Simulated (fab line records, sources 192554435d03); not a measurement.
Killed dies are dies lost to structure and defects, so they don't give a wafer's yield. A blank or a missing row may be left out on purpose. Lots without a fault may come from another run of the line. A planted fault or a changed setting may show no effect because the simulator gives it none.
Which tool did it? | flow n5_finfet | 22 lots, 66 wafers sampled, at 6 steps of a route of 1938

WHAT THE GAUGES READ, wafer by wafer
The record holds no reading of a measuring or inspecting step that can be judged against a usual standard deviation.

WHICH TOOL RAN EACH LOT (tool, then ch and the chambers of the sampled wafers, then the start)
lot  | N5_GATE_CUT_CMP_02            | N5_GATE_CUT_STRIP_41               | N5_GATE_CUT_ETCH_19                | N5_GATE_CUT_CMP_43            | N5_MOL_CONTACT_COAG_ETCH_106       | N5_MOL_CONTACT_COAG_PRE_CLEAN_142
L074 | cmp-01 ch 0,1,2, day 4 09:44  | rie_diel-02 ch 0,1, day 4 10:49    | rie_diel-02 ch 0,1, day 4 10:52    | cmp-01 ch 0,1,3, day 4 13:28  | rie_diel-01 ch 0,3, day 4 14:28    | pvd_sputter-03, day 4 20:56
L076 | cmp-02 ch 0,1,3, day 4 23:04  | rie_diel-04 ch 0,2,3, day 5 00:13  | rie_diel-04 ch 0,2,3, day 5 00:16  | cmp-01 ch 1,2,3, day 5 02:38  | rie_diel-03 ch 2,3, day 5 03:55    | pvd_sputter-03, day 5 10:07
L077 | cmp-03 ch 0,2,3, day 5 08:22  | rie_diel-02 ch 0,1,3, day 5 09:27  | rie_diel-02 ch 0,1,3, day 5 09:31  | cmp-03 ch 0,2,3, day 5 11:55  | rie_diel-05 ch 0,1,3, day 5 13:16  | pvd_sputter-02, day 5 18:42
L078 | cmp-01 ch 0,2,3, day 5 09:40  | rie_diel-04 ch 0,1,3, day 5 10:55  | rie_diel-04 ch 0,1,3, day 5 10:58  | cmp-01 ch 0,2,3, day 5 14:02  | rie_diel-03 ch 0,2,3, day 5 15:28  | pvd_sputter-02, day 5 23:24
L079 | cmp-01 ch 0,1,2, day 5 19:03  | rie_diel-06 ch 1,2,3, day 5 20:10  | rie_diel-06 ch 1,2,3, day 5 20:13  | cmp-01 ch 0,1,2, day 5 22:37  | rie_diel-03 ch 0,2,3, day 5 23:49  | pvd_sputter-03, day 6 04:18
L080 | cmp-02 ch 1,2, day 6 02:38    | rie_diel-04 ch 0,1,2, day 6 03:53  | rie_diel-04 ch 0,1,2, day 6 03:57  | cmp-01 ch 1,3, day 6 06:24    | rie_diel-01 ch 0,1,3, day 6 07:41  | pvd_sputter-02, day 6 12:21
L081 | cmp-01 ch 1,2, day 6 05:17    | rie_diel-04 ch 1,2,3, day 6 06:18  | rie_diel-04 ch 1,2,3, day 6 06:22  | cmp-01 ch 1,3, day 6 08:49    | rie_diel-01 ch 0,3, day 6 10:04    | pvd_sputter-01, day 6 18:08
L082 | cmp-03 ch 1,2,3, day 6 13:05  | rie_diel-04 ch 0,2, day 6 14:01    | rie_diel-04 ch 0,2, day 6 14:05    | cmp-03 ch 0,2, day 6 16:53    | rie_diel-03 ch 2,3, day 6 18:10    | pvd_sputter-01, day 6 23:09
L083 | cmp-03 ch 0,2,3, day 6 15:27  | rie_diel-06 ch 0,1, day 6 16:21    | rie_diel-06 ch 0,1, day 6 16:25    | cmp-02 ch 0,1,2, day 6 19:01  | rie_diel-05 ch 1,2,3, day 6 20:01  | pvd_sputter-03, day 7 02:17
L084 | cmp-03 ch 0,1,3, day 6 21:59  | rie_diel-06 ch 0,2,3, day 6 23:00  | rie_diel-06 ch 0,2,3, day 6 23:04  | cmp-03 ch 2,3, day 7 01:25    | rie_diel-03 ch 0,1,3, day 7 02:47  | pvd_sputter-02, day 7 06:23
L085 | cmp-01 ch 1,2,3, day 7 06:02  | rie_diel-04 ch 0,1, day 7 07:35    | rie_diel-04 ch 0,1, day 7 07:39    | cmp-01 ch 0,2, day 7 10:13    | rie_diel-03 ch 1,2,3, day 7 11:26  | pvd_sputter-03, day 7 15:38
L086 | cmp-02 ch 2,3, day 7 13:10    | rie_diel-04 ch 0,1,3, day 7 14:31  | rie_diel-04 ch 0,1,3, day 7 14:34  | cmp-02 ch 0,3, day 7 17:04    | rie_diel-05 ch 0,3, day 7 18:17    | pvd_sputter-03, day 7 22:17
L087 | cmp-02 ch 0,1, day 7 21:33    | rie_diel-02 ch 0,1, day 7 22:43    | rie_diel-02 ch 0,1, day 7 22:47    | cmp-01 ch 1,2, day 8 01:13    | rie_diel-01 ch 0,2, day 8 02:52    | pvd_sputter-03, day 8 12:28
L088 | cmp-03 ch 2,3, day 7 23:41    | rie_diel-04 ch 0,1,2, day 8 01:14  | rie_diel-04 ch 0,1,2, day 8 01:18  | cmp-03 ch 0,1,3, day 8 03:40  | rie_diel-03 ch 2,3, day 8 05:01    | pvd_sputter-03, day 8 12:58
L089 | cmp-02 ch 2,3, day 8 06:32    | rie_diel-06 ch 0,2,3, day 8 07:39  | rie_diel-06 ch 0,2,3, day 8 07:43  | cmp-03 ch 0,2,3, day 8 10:14  | rie_diel-03 ch 0,2,3, day 8 11:17  | pvd_sputter-02, day 8 17:51
L091 | cmp-02 ch 1,2,3, day 8 18:11  | rie_diel-02 ch 0,3, day 8 19:20    | rie_diel-02 ch 0,3, day 8 19:23    | cmp-01 ch 0,2, day 8 22:45    | rie_diel-03 ch 0,1, day 9 00:07    | pvd_sputter-01, day 9 04:31
L092 | cmp-02 ch 0,2,3, day 8 21:41  | rie_diel-06 ch 1,2, day 8 22:46    | rie_diel-06 ch 1,2, day 8 22:50    | cmp-02 ch 0,2,3, day 9 01:39  | rie_diel-05 ch 0,3, day 9 03:10    | pvd_sputter-01, day 9 07:56
L093 | cmp-01 ch 0,1, day 9 06:18    | rie_diel-02 ch 0,1, day 9 07:25    | rie_diel-02 ch 0,1, day 9 07:29    | cmp-02 ch 0,2,3, day 9 09:58  | rie_diel-03 ch 0,1,3, day 9 11:19  | pvd_sputter-02, day 9 16:16
L094 | cmp-01 ch 0,2,3, day 9 12:52  | rie_diel-04 ch 1,2,3, day 9 14:02  | rie_diel-04 ch 1,2,3, day 9 14:06  | cmp-03 ch 1,2,3, day 9 16:59  | rie_diel-03 ch 0,3, day 9 18:14    | pvd_sputter-03, day 10 01:06
L095 | cmp-03 ch 0,3, day 9 20:26    | rie_diel-04 ch 0,3, day 9 21:32    | rie_diel-04 ch 0,3, day 9 21:35    | cmp-01 ch 0,1,3, day 10 00:38 | rie_diel-05 ch 0,1, day 10 01:49   | pvd_sputter-01, day 10 08:29
L096 | cmp-01 ch 0,2,3, day 9 23:56  | rie_diel-02 ch 0,1,2, day 10 01:17 | rie_diel-02 ch 0,1,2, day 10 01:21 | cmp-03 ch 1,2,3, day 10 03:59 | rie_diel-01 ch 1,2,3, day 10 05:33 | pvd_sputter-01, day 10 10:56
L097 | cmp-02 ch 0,1,2, day 10 07:35 | rie_diel-02 ch 2,3, day 10 08:45   | rie_diel-02 ch 2,3, day 10 08:49   | cmp-01 ch 0,2,3, day 10 11:20 | rie_diel-05 ch 1,2, day 10 12:29   | pvd_sputter-02, day 10 17:53
- N5_GATE_CUT_CMP_02: polishes, stops on SiO2, t overpolish 12.7 s, target thk 0 nm.
- N5_GATE_CUT_STRIP_41: strips in CF4.
- N5_GATE_CUT_ETCH_19: etches SiNx in CH3F/O2, target depth 53.7 nm, time 76.7 s.
- N5_GATE_CUT_CMP_43: polishes SiO2.
- N5_MOL_CONTACT_COAG_ETCH_106: etches SOC in N2/H2, target depth 80 nm, overetch 16 nm, time 120 s.
- N5_MOL_CONTACT_COAG_PRE_CLEAN_142: time 60 s.

WHAT THE TOOLS THEMSELVES READ (means of the sampled wafers that have a number; where no wafer has one, the mark that the record gives instead)
N5_GATE_CUT_CMP_02.
lot  | tool   | motor_current_A (A) | overpolish_run_s (s) | time_to_endpoint_s (s)
L074 | cmp-01 | 9.0                 | 12.699               | 23
L076 | cmp-02 | 10.1                | 12.702               | 25
L077 | cmp-03 | 8.6                 | 12.702               | 26
L078 | cmp-01 | 8.9                 | 12.707               | 23
L079 | cmp-01 | 8.9                 | 12.700               | 24
L080 | cmp-02 | 8.7                 | 12.699               | 27
L081 | cmp-01 | 8.7                 | 12.696               | 24
L082 | cmp-03 | 8.8                 | 12.713               | 29
L083 | cmp-03 | 8.8                 | 12.702               | 26
L084 | cmp-03 | 8.8                 | 12.691               | 28
L085 | cmp-01 | 9.2                 | 12.694               | 22
L086 | cmp-02 | 8.4                 | 12.694               | 28
L087 | cmp-02 | 9.9                 | 12.699               | 21
L088 | cmp-03 | 9.0                 | 12.703               | 23
L089 | cmp-02 | 9.3                 | 12.701               | 26
L091 | cmp-02 | 9.0                 | 12.697               | 24
L092 | cmp-02 | 9.8                 | 12.707               | 24
L093 | cmp-01 | 9.2                 | 12.705               | 22
L094 | cmp-01 | 8.8                 | 12.698               | 25
L095 | cmp-03 | 8.7                 | 12.704               | 25
L096 | cmp-01 | 8.8                 | 12.702               | 22
L097 | cmp-02 | 9.7                 | 12.701               | 24

N5_GATE_CUT_STRIP_41.
lot  | tool        | chamber_pressure_mTorr (mTorr) | drypump_motor_current_A (A) | oes_product_au (a.u.) | rf_vpp_V (V) | showerhead_plenum_p_Torr (Torr) | throttle_valve_pct (%)
L074 | rie_diel-02 | 49.99                          | 5.5                         | 0.162                 | 273.0        | 1.87                            | 13.63
L076 | rie_diel-04 | 50.03                          | 5.4                         | 0.175                 | 271.3        | 1.82                            | 13.68
L077 | rie_diel-02 | 49.99                          | 6.0                         | 0.166                 | 272.4        | 1.84                            | 13.67
L078 | rie_diel-04 | 50.01                          | 5.8                         | 0.169                 | 272.1        | 1.82                            | 13.61
L079 | rie_diel-06 | 50.03                          | 5.6                         | 0.194                 | 270.7        | 1.76                            | 13.37
L080 | rie_diel-04 | 49.98                          | 5.5                         | 0.175                 | 272.2        | 1.87                            | 13.58
L081 | rie_diel-04 | 49.98                          | 5.7                         | 0.170                 | 271.3        | 1.83                            | 13.68
L082 | rie_diel-04 | 50.01                          | 5.0                         | 0.175                 | 272.5        | 1.87                            | 13.68
L083 | rie_diel-06 | 49.97                          | 5.7                         | 0.177                 | 273.1        | 1.84                            | 13.58
L084 | rie_diel-06 | 49.97                          | 5.8                         | 0.185                 | 270.4        | 1.77                            | 13.62
L085 | rie_diel-04 | 50.03                          | 5.6                         | 0.174                 | 272.7        | 1.86                            | 13.55
L086 | rie_diel-04 | 50.01                          | 5.8                         | 0.171                 | 271.0        | 1.82                            | 13.65
L087 | rie_diel-02 | 49.99                          | 6.0                         | 0.205                 | 272.2        | 1.86                            | 13.39
L088 | rie_diel-04 | 49.97                          | 5.5                         | 0.171                 | 272.6        | 1.87                            | 13.61
L089 | rie_diel-06 | 50.00                          | 5.8                         | 0.178                 | 271.0        | 1.77                            | 13.64
L091 | rie_diel-02 | 50.01                          | 6.4                         | 0.186                 | 270.8        | 1.81                            | 13.55
L092 | rie_diel-06 | 50.02                          | 5.9                         | 0.198                 | 270.8        | 1.76                            | 13.42
L093 | rie_diel-02 | 49.98                          | 6.0                         | 0.201                 | 272.5        | 1.86                            | 13.41
L094 | rie_diel-04 | 50.00                          | 5.7                         | 0.166                 | 272.0        | 1.82                            | 13.73
L095 | rie_diel-04 | 50.01                          | 5.5                         | 0.168                 | 271.2        | 1.80                            | 13.70
L096 | rie_diel-02 | 50.01                          | 5.9                         | 0.175                 | 270.8        | 1.81                            | 13.52
L097 | rie_diel-02 | 50.01                          | 6.4                         | 0.166                 | 270.0        | 1.73                            | 13.63

N5_GATE_CUT_ETCH_19.
lot  | tool        | chamber_pressure_mTorr (mTorr) | drypump_motor_current_A (A) | etch_rf_on_time_s (s) | mfc_ar_sccm (sccm) | oes_product_au (a.u.) | rf_vpp_V (V) | showerhead_plenum_p_Torr (Torr) | throttle_valve_pct (%)
L074 | rie_diel-02 | 29.995                         | 5.5                         | 75.5                  | 150.4              | 0.61                  | 304          | 2.04                            | 16.10
L076 | rie_diel-04 | 29.987                         | 5.4                         | 79.2                  | 150.6              | 0.63                  | 289          | 2.02                            | 16.32
L077 | rie_diel-02 | 30.002                         | 6.0                         | 76.7                  | 150.1              | 0.61                  | 298          | 2.03                            | 16.25
L078 | rie_diel-04 | 30.036                         | 5.8                         | 80.0                  | 150.5              | 0.61                  | 293          | 2.02                            | 16.27
L079 | rie_diel-06 | 30.017                         | 5.6                         | 75.9                  | 149.5              | 0.72                  | 291          | 1.97                            | 16.17
L080 | rie_diel-04 | 29.998                         | 5.5                         | 77.5                  | 149.8              | 0.64                  | 291          | 2.07                            | 16.24
L081 | rie_diel-04 | 29.991                         | 5.7                         | 78.6                  | 150.1              | 0.62                  | 294          | 2.01                            | 16.24
L082 | rie_diel-04 | 30.013                         | 5.0                         | 78.0                  | 150.0              | 0.63                  | 289          | 2.06                            | 16.30
L083 | rie_diel-06 | 29.984                         | 5.7                         | 76.9                  | 150.6              | 0.66                  | 302          | 2.06                            | 16.33
L084 | rie_diel-06 | 30.002                         | 5.8                         | 76.1                  | 149.9              | 0.68                  | 295          | 1.98                            | 16.40
L085 | rie_diel-04 | 30.007                         | 5.6                         | 78.7                  | 149.9              | 0.63                  | 290          | 2.08                            | 16.29
L086 | rie_diel-04 | 30.013                         | 5.8                         | 79.5                  | 149.8              | 0.61                  | 293          | 2.01                            | 16.29
L087 | rie_diel-02 | 29.986                         | 6.0                         | 75.3                  | 150.0              | 0.76                  | 300          | 2.03                            | 15.91
L088 | rie_diel-04 | 29.988                         | 5.5                         | 77.8                  | 149.7              | 0.63                  | 292          | 2.07                            | 16.27
L089 | rie_diel-06 | 30.027                         | 5.8                         | 76.4                  | 150.0              | 0.67                  | 295          | 1.98                            | 16.42
L091 | rie_diel-02 | 30.003                         | 6.5                         | 78.8                  | 149.9              | 0.67                  | 291          | 2.00                            | 16.24
L092 | rie_diel-06 | 30.007                         | 5.9                         | 76.0                  | 150.0              | 0.74                  | 290          | 1.99                            | 16.30
L093 | rie_diel-02 | 30.005                         | 6.0                         | 74.3                  | 149.5              | 0.75                  | 302          | 2.03                            | 15.94
L094 | rie_diel-04 | 29.989                         | 5.7                         | 78.6                  | 150.2              | 0.60                  | 294          | 2.00                            | 16.28
L095 | rie_diel-04 | 30.006                         | 5.5                         | 79.1                  | 150.0              | 0.61                  | 287          | 2.01                            | 16.44
L096 | rie_diel-02 | 29.982                         | 5.9                         | 75.2                  | 149.8              | 0.67                  | 297          | 1.99                            | 16.13
L097 | rie_diel-02 | 29.992                         | 6.3                         | 77.3                  | 150.4              | 0.61                  | 285          | 1.94                            | 16.45

N5_GATE_CUT_CMP_43.
lot  | tool   | motor_current_A (A)
L074 | cmp-01 | 12.5
L076 | cmp-01 | 12.4
L077 | cmp-03 | 11.5
L078 | cmp-01 | 11.7
L079 | cmp-01 | 12.0
L080 | cmp-01 | 13.2
L081 | cmp-01 | 13.1
L082 | cmp-03 | 11.2
L083 | cmp-02 | 12.8
L084 | cmp-03 | 11.6
L085 | cmp-01 | 11.3
L086 | cmp-02 | 13.9
L087 | cmp-01 | 12.0
L088 | cmp-03 | 11.9
L089 | cmp-03 | 11.1
L091 | cmp-01 | 11.2
L092 | cmp-02 | 13.2
L093 | cmp-02 | 12.9
L094 | cmp-03 | 12.0
L095 | cmp-01 | 12.7
L096 | cmp-03 | 11.9
L097 | cmp-01 | 12.2

N5_MOL_CONTACT_COAG_ETCH_106.
lot  | tool        | chamber_pressure_mTorr (mTorr) | drypump_motor_current_A (A) | oes_product_au (a.u.) | rf_vpp_V (V) | showerhead_plenum_p_Torr (Torr) | throttle_valve_pct (%)
L074 | rie_diel-01 | 30.012                         | 5.8                         | 0.62                  | 523.4        | 2.55                            | 17.8
L076 | rie_diel-03 | 30.011                         | 5.8                         | 0.68                  | 522.0        | 2.48                            | 18.0
L077 | rie_diel-05 | 29.998                         | 5.2                         | 0.66                  | 524.9        | 2.56                            | 17.6
L078 | rie_diel-03 | 30.014                         | 5.4                         | 0.65                  | 521.9        | 2.45                            | 18.0
L079 | rie_diel-03 | 29.981                         | 5.4                         | 0.64                  | 521.4        | 2.45                            | 18.0
L080 | rie_diel-01 | 29.987                         | 5.9                         | 0.63                  | 525.9        | 2.59                            | 17.9
L081 | rie_diel-01 | 30.015                         | 5.8                         | 0.61                  | 523.3        | 2.55                            | 17.8
L082 | rie_diel-03 | 29.956                         | 5.3                         | 0.64                  | 522.9        | 2.49                            | 18.0
L083 | rie_diel-05 | 30.007                         | 5.5                         | 0.65                  | 523.8        | 2.53                            | 17.9
L084 | rie_diel-03 | 30.015                         | 5.7                         | 0.78                  | 524.3        | 2.54                            | 17.6
L085 | rie_diel-03 | 30.019                         | 5.5                         | 0.70                  | 522.3        | 2.48                            | 17.7
L086 | rie_diel-05 | 30.000                         | 4.9                         | 0.65                  | 525.9        | 2.60                            | 17.7
L087 | rie_diel-01 | 30.010                         | 5.9                         | 0.70                  | 526.5        | 2.66                            | 17.7
L088 | rie_diel-03 | 29.991                         | 5.3                         | 0.63                  | 522.7        | 2.49                            | 18.0
L089 | rie_diel-03 | 29.994                         | 5.4                         | 0.70                  | 524.9        | 2.55                            | 17.8
L091 | rie_diel-03 | 29.981                         | 5.3                         | 0.80                  | 526.4        | 2.61                            | 17.4
L092 | rie_diel-05 | 29.984                         | 4.9                         | 0.64                  | 525.4        | 2.60                            | 17.8
L093 | rie_diel-03 | 30.027                         | 5.7                         | 0.75                  | 523.1        | 2.53                            | 17.6
L094 | rie_diel-03 | 29.979                         | 5.6                         | 0.75                  | 526.5        | 2.61                            | 17.7
L095 | rie_diel-05 | 30.013                         | 5.3                         | 0.64                  | 523.0        | 2.51                            | 17.6
L096 | rie_diel-01 | 29.983                         | 5.7                         | 0.74                  | 525.5        | 2.60                            | 17.5
L097 | rie_diel-05 | 30.019                         | 5.7                         | 0.63                  | 522.4        | 2.48                            | 17.9

N5_MOL_CONTACT_COAG_PRE_CLEAN_142.
lot  | tool           | heater_power_w (W) | susceptor_temp_C (C)
L074 | pvd_sputter-03 | 483                | 300.02
L076 | pvd_sputter-03 | 509                | 299.99
L077 | pvd_sputter-02 | 526                | 299.93
L078 | pvd_sputter-02 | 481                | 299.92
L079 | pvd_sputter-03 | 494                | 300.03
L080 | pvd_sputter-02 | 459                | 299.81
L081 | pvd_sputter-01 | 552                | 300.07
L082 | pvd_sputter-01 | 545                | 299.98
L083 | pvd_sputter-03 | 467                | 299.96
L084 | pvd_sputter-02 | 491                | 300.05
L085 | pvd_sputter-03 | 522                | 299.90
L086 | pvd_sputter-03 | 475                | 299.85
L087 | pvd_sputter-03 | 474                | 299.98
L088 | pvd_sputter-03 | 520                | 300.09
L089 | pvd_sputter-02 | 554                | 299.87
L091 | pvd_sputter-01 | 542                | 299.90
L092 | pvd_sputter-01 | 556                | 299.95
L093 | pvd_sputter-02 | 480                | 299.94
L094 | pvd_sputter-03 | 508                | 300.12
L095 | pvd_sputter-01 | 527                | 300.04
L096 | pvd_sputter-01 | 523                | 300.13
L097 | pvd_sputter-02 | 526                | 299.90

THE ANSWER, worked out from the rows above alone
Rule: what is usual is taken from the lots themselves. Put in order of their means at a reading, lots are off if they are a third of the lots or fewer, leave a main group of 4 or more, and stand apart from it by a gap of 3 or more times the standard deviation of the main group's means; of several such gaps the widest counts. A main group whose means are all the same, to the digits that the tables above print for the reading, isn't used. A lot without any number at a reading at which 4 lots or more have one is off too. The other lots that the step has rows for count as sound. The gauges are gone through in route order, then the tools' own readings, and for those a lot's mean is taken as printed above. The first step at which some lot is off is used, and at that step the reading that is off furthest; a lot without a number counts as furthest.
No lot is off at any reading shown: from this, nothing can be told.

WHAT THE SIMULATOR HAD PUT IN
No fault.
